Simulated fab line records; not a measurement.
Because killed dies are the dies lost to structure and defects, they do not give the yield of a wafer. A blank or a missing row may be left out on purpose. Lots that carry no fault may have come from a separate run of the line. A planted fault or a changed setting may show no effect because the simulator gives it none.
Which tool did it?	flow nand-harc	72 wafers from 24 lots sampled at 6 of the route's 1159 steps

WHAT THE GAUGES READ, wafer by wafer
No reading from a measuring or inspecting step in the record can be judged against a usual standard deviation.

WHICH TOOL RAN EACH LOT (tool, then ch and the chambers of the sampled wafers, then the start)
lot	NHARC_A_CONTACT_ETCH_124	NHARC_A_CONTACT_ETCH_125	NHARC_A_CONTACT_ETCH_106	NHARC_A_CONTACT_ETCH_30	NHARC_A_CONTACT_ETCH_134	NHARC_A_CONTACT_CVD_19
L076	har-cap-etch-03 ch 0,1, day 16 13:54	har-cap-etch-03 ch 0,1, day 16 14:04	rie-diel-13 ch 0,1,3, day 16 16:13	rie-diel-11 ch 2,3, day 16 20:50 or earlier	har-cap-etch-02 ch 0,1, day 16 20:50	cvd-w-01 ch 0,1, no start
L074	har-cap-etch-02 ch 0,1, day 17 01:17	har-cap-etch-02 ch 0,1, day 17 01:29	rie-diel-09 ch 1,2, day 17 03:40	rie-diel-13 ch 0,3, day 17 08:13 or earlier	har-cap-etch-03 ch 0,1, day 17 08:13	cvd-w-02 ch 0,1, no start
L075	har-cap-etch-02 ch 0,1, day 17 08:46	har-cap-etch-02 ch 0,1, day 17 08:58	rie-diel-13 ch 0,1, day 17 11:10	rie-diel-13 ch 0,1,2, day 17 14:56 or earlier	har-cap-etch-02 ch 0,1, day 17 14:56	cvd-w-02 ch 0,1, no start
L078	har-cap-etch-01 ch 0, day 17 16:50	har-cap-etch-01 ch 0, day 17 17:02	rie-diel-13 ch 0,1,3, day 17 19:15	rie-diel-11 ch 1,2,3, day 18 00:35 or earlier	har-cap-etch-03 ch 0,1, day 18 00:35	cvd-w-02 ch 0, no start
L077	har-cap-etch-01 ch 1, day 17 20:40	har-cap-etch-01 ch 1, day 17 20:51	rie-diel-11 ch 1,3, day 17 23:08	rie-diel-11 ch 0,3, day 18 08:32 or earlier	har-cap-etch-01 ch 0,1, day 18 08:32	cvd-w-01 ch 0, no start
L079	har-cap-etch-02 ch 0,1, day 18 01:15	har-cap-etch-02 ch 0,1, day 18 01:26	rie-diel-09 ch 0,3, day 18 03:36	rie-diel-13 ch 2,3, day 18 09:51 or earlier	har-cap-etch-02 ch 0,1, day 18 09:51	cvd-w-02 ch 0,1, no start
L080	har-cap-etch-03 ch 0,1, day 18 03:46	har-cap-etch-03 ch 0,1, day 18 03:56	rie-diel-11 ch 0,1,2, day 18 06:05	rie-diel-13 ch 2,3, day 18 11:11 or earlier	har-cap-etch-02 ch 0,1, day 18 11:11	cvd-w-01 ch 0,1, no start
L081	har-cap-etch-01 ch 0,1, day 18 10:59	har-cap-etch-01 ch 0,1, day 18 11:12	rie-diel-13 ch 0,2, day 18 13:28	rie-diel-13 ch 0,1,2, day 18 17:55 or earlier	har-cap-etch-02 ch 0,1, day 18 17:55	cvd-w-02 ch 0,1, no start
L082	har-cap-etch-03 ch 0,1, day 18 14:46	har-cap-etch-03 ch 0,1, day 18 14:58	rie-diel-09 ch 0,1,3, day 18 17:11	rie-diel-13 ch 0,1, day 18 21:17 or earlier	har-cap-etch-02 ch 0,1, day 18 21:17	cvd-w-02 ch 0,1, no start
L084	har-cap-etch-01 ch 0,1, day 19 02:59	har-cap-etch-01 ch 0,1, day 19 03:11	rie-diel-13 ch 0,3, day 19 05:56	rie-diel-11 ch 1,2,3, day 19 10:10 or earlier	har-cap-etch-02 ch 0,1, day 19 10:10	cvd-w-02 ch 0,1, no start
L083	har-cap-etch-03 ch 0,1, day 19 05:32	har-cap-etch-03 ch 0,1, day 19 05:44	rie-diel-13 ch 0,3, day 19 08:10	rie-diel-11 ch 1,2,3, day 19 13:19 or earlier	har-cap-etch-01 ch 0,1, day 19 13:19	cvd-w-02 ch 0,1, no start
L087	har-cap-etch-03 ch 0,1, day 19 12:39	har-cap-etch-03 ch 0,1, day 19 12:51	rie-diel-09 ch 0,1, day 19 15:04	rie-diel-13 ch 1,3, day 19 20:38 or earlier	har-cap-etch-03 ch 0,1, day 19 20:38	cvd-w-02 ch 0,1, no start
L086	har-cap-etch-01 ch 0,1, day 19 14:40	har-cap-etch-01 ch 0,1, day 19 14:50	rie-diel-09 ch 0,1, day 19 17:08	rie-diel-09 ch 1,2,3, day 19 23:53 or earlier	har-cap-etch-03 ch 0,1, day 19 23:53	cvd-w-01 ch 0,1, no start
L085	har-cap-etch-01 ch 0,1, day 19 23:36	har-cap-etch-01 ch 0,1, day 19 23:48	rie-diel-09 ch 1,3, day 20 02:11	rie-diel-09 ch 0,2, day 20 05:50 or earlier	har-cap-etch-01 ch 0,1, day 20 05:50	cvd-w-01 ch 0,1, no start
L090	har-cap-etch-03 ch 0,1, day 20 04:27	har-cap-etch-03 ch 0,1, day 20 04:38	rie-diel-13 ch 2,3, day 20 06:50	rie-diel-13 ch 1,2,3, day 20 10:49 or earlier	har-cap-etch-01 ch 0,1, day 20 10:49	cvd-w-01 ch 0,1, no start
L089	har-cap-etch-02 ch 0,1, day 20 08:33	har-cap-etch-02 ch 0,1, day 20 08:45	rie-diel-13 ch 0,2,3, day 20 11:08	rie-diel-13 ch 1,2, day 20 17:05 or earlier	har-cap-etch-01 ch 1, day 20 17:05	cvd-w-02 ch 0,1, no start
L088	har-cap-etch-03 ch 0,1, day 20 17:58	har-cap-etch-03 ch 0,1, day 20 18:14	rie-diel-09 ch 0,2,3, day 20 21:24	rie-diel-13 ch 0,1,2, day 21 05:04 or earlier	har-cap-etch-01 ch 0,1, day 21 05:04	cvd-w-01 ch 0,1, no start
L092	har-cap-etch-02 ch 0, day 20 19:46	har-cap-etch-02 ch 0, day 20 19:57	rie-diel-11 ch 0,3, day 20 22:10	rie-diel-09 ch 1,2,3, day 21 06:14 or earlier	har-cap-etch-02 ch 0,1, day 21 06:14	cvd-w-01 ch 0,1, no start
L091	har-cap-etch-01 ch 0,1, day 21 08:13	har-cap-etch-01 ch 0,1, day 21 08:28	rie-diel-11 ch 0,1,3, day 21 11:12	rie-diel-09 ch 0,1, day 21 15:06 or earlier	har-cap-etch-02 ch 0,1, day 21 15:06	cvd-w-02 ch 0,1, no start
L094	har-cap-etch-03 ch 1, day 21 10:59	har-cap-etch-03 ch 1, day 21 11:15	rie-diel-13 ch 1,2, day 21 13:55	rie-diel-13 ch 0,1, day 21 19:29 or earlier	har-cap-etch-02 ch 1, day 21 19:29	cvd-w-01 ch 0, no start
L093	har-cap-etch-01 ch 0,1, day 21 12:58	har-cap-etch-01 ch 0,1, day 21 13:14	rie-diel-09 ch 2,3, day 21 15:55	rie-diel-09 ch 0,1, day 21 20:37 or earlier	har-cap-etch-02 ch 0,1, day 21 20:37	cvd-w-02 ch 0,1, no start
L095	har-cap-etch-01 ch 0, day 21 18:22	har-cap-etch-01 ch 0, day 21 18:38	rie-diel-13 ch 0,2, day 21 21:32	rie-diel-13 ch 0,1,3, day 22 01:23 or earlier	har-cap-etch-02 ch 0,1, day 22 01:23	cvd-w-02 ch 0,1, no start
L096	har-cap-etch-01 ch 0,1, day 21 22:50	har-cap-etch-01 ch 0,1, day 21 23:06	rie-diel-13 ch 0,1,3, day 22 01:46	rie-diel-13 ch 0,1,2, day 22 06:09 or earlier	har-cap-etch-02 ch 0,1, day 22 06:09	cvd-w-01 ch 1, no start
L097	har-cap-etch-03 ch 0,1, day 22 03:28	har-cap-etch-03 ch 0,1, day 22 03:49	rie-diel-13 ch 1,2,3, day 22 07:26	rie-diel-13 ch 0,2,3, day 22 11:14 or earlier	har-cap-etch-03 ch 0,1, day 22 11:14	cvd-w-02 ch 0,1, no start
- NHARC_A_CONTACT_ETCH_124: etches the open film in C4F8/O2/Ar, time 140 s, target depth 700 nm.
- NHARC_A_CONTACT_ETCH_125: etches the open film in C4F8/O2/Ar, time 155 s, target depth 956 nm.
- NHARC_A_CONTACT_ETCH_106: etches the open film in CF4/O2, target depth 60 nm, overetch 6 nm, time 33 s.
- NHARC_A_CONTACT_ETCH_30: etches the open film in CF4/CHF3, target depth 60.5 nm, time 30.2 s.
- NHARC_A_CONTACT_ETCH_134: etches the open film in C4F8/O2/Ar, time 140 s, target depth 700 nm.
- NHARC_A_CONTACT_CVD_19: deposits W, target thk 300 nm, time 802 s.

AS READ BY THE TOOLS THEMSELVES (means over the sampled wafers that have a number; for cases with no such wafer, the mark the record gives instead)
NHARC_A_CONTACT_ETCH_106. Usual: drypump-motor-current-A 5.7 A (standard deviation 0.48); mfc-ar-sccm 0.010 sccm (standard deviation 0.011); oes_f_703_au 1.000 a.u. (standard deviation 0.0045); oes-product-au 0.997 a.u. (standard deviation 0.0078); rf-vpp-V 197.7 V (standard deviation 1.2); showerhead-plenum-p-Torr 1.33 Torr (standard deviation 0.037); throttle-valve-pct 13.398 % (standard deviation 0.0095).
lot	tool	drypump-motor-current-A (A)	mfc-ar-sccm (sccm)	oes_f_703_au (a.u.)	oes-product-au (a.u.)	rf-vpp-V (V)	showerhead-plenum-p-Torr (Torr)	throttle-valve-pct (%)	flag
L076	rie-diel-13	5.6	0.012	1.001	0.998	196.7	1.32	13.403	
L074	rie-diel-09	6.3	0.010	1.003	0.990	198.6	1.37	13.395	
L075	rie-diel-13	5.9	0.005	1.000	1.004	197.9	1.33	13.398	
L078	rie-diel-13	5.6	0.012	1.002	1.002	198.9	1.32	13.401	
L077	rie-diel-11	5.2	0.004	1.001	1.004	196.5	1.28	13.400	
L079	rie-diel-09	5.6	0.012	0.996	0.996	197.5	1.35	13.410	
L080	rie-diel-11	5.8	0.000	0.999	1.000	197.4	1.32	13.402	
L081	rie-diel-13	5.8	0.001	0.999	1.004	198.1	1.35	13.393	
L082	rie-diel-09	6.0	0.013	1.001	1.001	198.6	1.35	13.396	
L084	rie-diel-13	5.4	0.010	0.997	0.994	197.7	1.33	13.401	
L083	rie-diel-13	5.4	0.010	0.997	0.997	196.8	1.33	13.389	
L087	rie-diel-09	6.3	0.004	0.996	0.995	199.2	1.39	13.400	
L086	rie-diel-09	5.9	0.003	1.001	1.000	199.2	1.39	13.391	
L085	rie-diel-09	6.0	0.024	1.000	0.995	197.1	1.32	13.398	
L090	rie-diel-13	5.8	0.009	1.003	0.991	198.9	1.35	13.405	
L089	rie-diel-13	5.6	0.009	1.001	0.995	198.0	1.34	13.396	
L088	rie-diel-09	5.5	0.018	1.005	0.989	197.8	1.34	13.394	
L092	rie-diel-11	5.7	0.004	0.999	1.005	196.7	1.32	13.399	
L091	rie-diel-11	5.4	0.004	1.005	1.011	197.0	1.29	13.404	
L094	rie-diel-13	6.1	0.002	1.000	0.998	198.7	1.35	13.400	
L093	rie-diel-09	5.6	0.029	1.001	0.997	196.6	1.30	13.399	
L095	rie-diel-13	6.0	0.001	1.000	0.999	198.1	1.36	13.398	
L096	rie-diel-13	5.5	0.012	0.997	1.004	197.0	1.32	13.399	
L097	rie-diel-13	5.8	0.011	0.998	0.997	197.5	1.33	13.400	

NHARC_A_CONTACT_ETCH_30. Usual: drypump-motor-current-A 5.8 A, standard deviation 0.47; mfc-ar-sccm 0.008 sccm, standard deviation 0.01; oes-product-au 0.930 a.u., standard deviation 0.018; rf-vpp-V 370.5 V, standard deviation 1.5; showerhead-plenum-p-Torr 1.57 Torr, standard deviation 0.038; throttle-valve-pct 16.802 %, standard deviation 0.0089.
lot	tool	drypump-motor-current-A (A)	mfc-ar-sccm (sccm)	oes-product-au (a.u.)	rf-vpp-V (V)	showerhead-plenum-p-Torr (Torr)	throttle-valve-pct (%)	flag
L076	rie-diel-11	5.3	0.007	0.968	370.3	1.57	16.803	
L074	rie-diel-13	5.3	0.018	0.926	369.2	1.55	16.798	
L075	rie-diel-13	6.0	0.003	0.926	370.4	1.58	16.799	
L078	rie-diel-11	5.4	0.004	0.948	370.3	1.55	16.806	
L077	rie-diel-11	5.7	0.004	0.920	370.0	1.56	16.800	
L079	rie-diel-13	5.8	0.009	0.914	371.0	1.59	16.803	
L080	rie-diel-13	5.4	0.017	0.921	370.5	1.56	16.807	
L081	rie-diel-13	6.0	0.003	0.925	370.7	1.58	16.808	
L082	rie-diel-13	5.9	0.005	0.931	370.7	1.57	16.799	
L084	rie-diel-11	5.4	0.004	0.950	369.7	1.54	16.804	
L083	rie-diel-11	5.4	0.004	0.924	369.6	1.54	16.807	
L087	rie-diel-13	5.8	0.013	0.920	370.1	1.55	16.810	
L086	rie-diel-09	5.9	0.019	0.913	369.9	1.57	16.802	
L085	rie-diel-09	5.4	0.014	0.919	371.4	1.59	16.791	
L090	rie-diel-13	5.8	0.011	0.923	369.2	1.57	16.804	
L089	rie-diel-13	6.1	0.005	0.916	370.7	1.57	16.797	
L088	rie-diel-13	6.0	0.003	0.971	371.9	1.58	16.809	
L092	rie-diel-09	5.9	0.019	0.966	370.4	1.57	16.804	
L091	rie-diel-09	6.3	0.004	0.912	372.6	1.63	16.795	
L094	rie-diel-13	5.8	0.004	0.926	370.7	1.56	16.797	
L093	rie-diel-09	5.9	0.003	0.919	372.9	1.63	16.804	
L095	rie-diel-13	5.6	0.012	0.928	370.8	1.55	16.806	
L096	rie-diel-13	5.9	0.003	0.919	371.2	1.58	16.808	
L097	rie-diel-13	5.6	0.009	0.925	370.3	1.57	16.787	

NHARC_A_CONTACT_CVD_19. Usual: heater-power-w 486 W, standard deviation 56; mfc-ar-sccm 1561 sccm, standard deviation 4.6; throttle-valve-pct 7.77 %, standard deviation 0.25.
lot	tool	heater-power-w (W)	mfc-ar-sccm (sccm)	throttle-valve-pct (%)	flag
L076	cvd-w-01	482	1556	7.91	
L074	cvd-w-02	503	1563	7.76	
L075	cvd-w-02	491	1564	7.66	
L078	cvd-w-02	527	1558	7.48	
L077	cvd-w-01	535	1558	8.21	
L079	cvd-w-02	512	1558	7.60	
L080	cvd-w-01	439	1558	7.75	
L081	cvd-w-02	511	1558	7.61	
L082	cvd-w-02	497	1556	7.78	
L084	cvd-w-02	493	1563	7.75	
L083	cvd-w-02	512	1556	7.59	
L087	cvd-w-02	521	1564	7.61	
L086	cvd-w-01	484	1562	8.02	
L085	cvd-w-01	481	1556	8.10	
L090	cvd-w-01	432	1560	7.72	
L089	cvd-w-02	517	1563	7.73	
L088	cvd-w-01	416	1564	7.80	
L092	cvd-w-01	466	1562	7.77	
L091	cvd-w-02	524	1558	7.55	
L094	cvd-w-01	516	1563	7.98	
L093	cvd-w-02	522	1563	7.72	
L095	cvd-w-02	513	1559	7.74	
L096	cvd-w-01	370	1559	7.62	
L097	cvd-w-02	518	1558	7.63	

THE ANSWER, worked out from the rows above alone
Rule: take the mean of a lot's wafers that have a number; if it is more than 3 standard deviations from the usual mean, the lot is off. A lot without any number at a reading at which 4 lots or more have one is off too. All remaining lots with rows at the step are treated as sound. The gauges are gone through in route order, then the tools' own readings, and for those a lot's mean is taken as printed above. At the first step where some lot is off, the reading lying furthest off is the one used; lots without a number count as furthest.
Across all readings shown, no lot is off: no conclusion can be drawn from this.

WHAT HAD BEEN PUT IN BY THE SIMULATOR
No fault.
